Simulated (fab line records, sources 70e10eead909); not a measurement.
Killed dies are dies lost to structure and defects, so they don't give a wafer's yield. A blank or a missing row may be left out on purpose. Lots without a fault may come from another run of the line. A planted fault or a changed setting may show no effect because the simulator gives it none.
Which tool did it? | flow nand_harc | 15 lots, 45 wafers sampled, at 1 step of a route of 1159

WHAT THE GAUGES READ, wafer by wafer
NHARC_A_BONDPAD_OVL_MEAS_35. Usual: overlay_x_nm -1 nm, standard deviation 7.8; overlay_y_nm 2 nm, standard deviation 7.2.
lot  | measured     | on         | overlay_x_nm (nm) | overlay_y_nm (nm) | flag
L429 | day 18 18:54 | overlay-01 | 7 8 7             | -2 -2 -1          |
L430 | day 19 01:33 | overlay-01 | -10 -10 -9        | 4 4 5             |
L431 | day 19 01:50 | overlay-01 | -1 -2 -2          | -9 -9 -9          |
L436 | day 20 11:20 | overlay-02 | 8 8 8             | -3 -4 -3          |
L437 | day 20 23:17 | overlay-02 | -13 -13 -13       | 2 2 2             |
L438 | day 20 23:54 | overlay-01 | -8 -8 -8          | 10 10 11          |
L443 | day 23 04:19 | overlay-02 | 0 1 1             | 1 0 1             |
L446 | day 23 04:37 | overlay-02 | -2 -2 -3          | 6 5 6             |
L442 | day 23 08:46 | overlay-02 | 2 2 2             | 1 1 1             |
L444 | day 23 18:52 | overlay-02 | -4 -4 -3          | -3 -3 -3          |
L447 | day 23 20:48 | overlay-01 | 12 12 12          | 9 9 9             |
L450 | day 24 02:37 | overlay-01 | 4 3 3             | 7 7 7             |
L449 | day 24 02:56 | overlay-01 | -2 -2 -2          | 5 5 5             |
L448 | day 24 09:05 | overlay-02 | 10 8 9            | 17 17 17          |
L451 | day 24 18:37 | overlay-02 | -14 -13 -14       | 6 5 5             |

WHICH TOOL RAN EACH LOT (tool, then ch and the chambers of the sampled wafers, then the start)
The record holds no process step before these readings.

WHAT THE TOOLS THEMSELVES READ (means of the sampled wafers that have a number; where no wafer has one, the mark that the record gives instead)
The record holds no such reading with a usual standard deviation.

THE ANSWER, worked out from the rows above alone
Rule: a lot is off if the mean of its wafers that have a number lies more than 3 standard deviations from the usual mean. A lot without any number at a reading at which 4 lots or more have one is off too. The other lots that the step has rows for count as sound. The gauges are gone through in route order, then the tools' own readings, and for those a lot's mean is taken as printed above. The first step at which some lot is off is used, and at that step the reading that is off furthest; a lot without a number counts as furthest.
No lot is off at any reading shown: from this, nothing can be told.

WHAT THE SIMULATOR HAD PUT IN
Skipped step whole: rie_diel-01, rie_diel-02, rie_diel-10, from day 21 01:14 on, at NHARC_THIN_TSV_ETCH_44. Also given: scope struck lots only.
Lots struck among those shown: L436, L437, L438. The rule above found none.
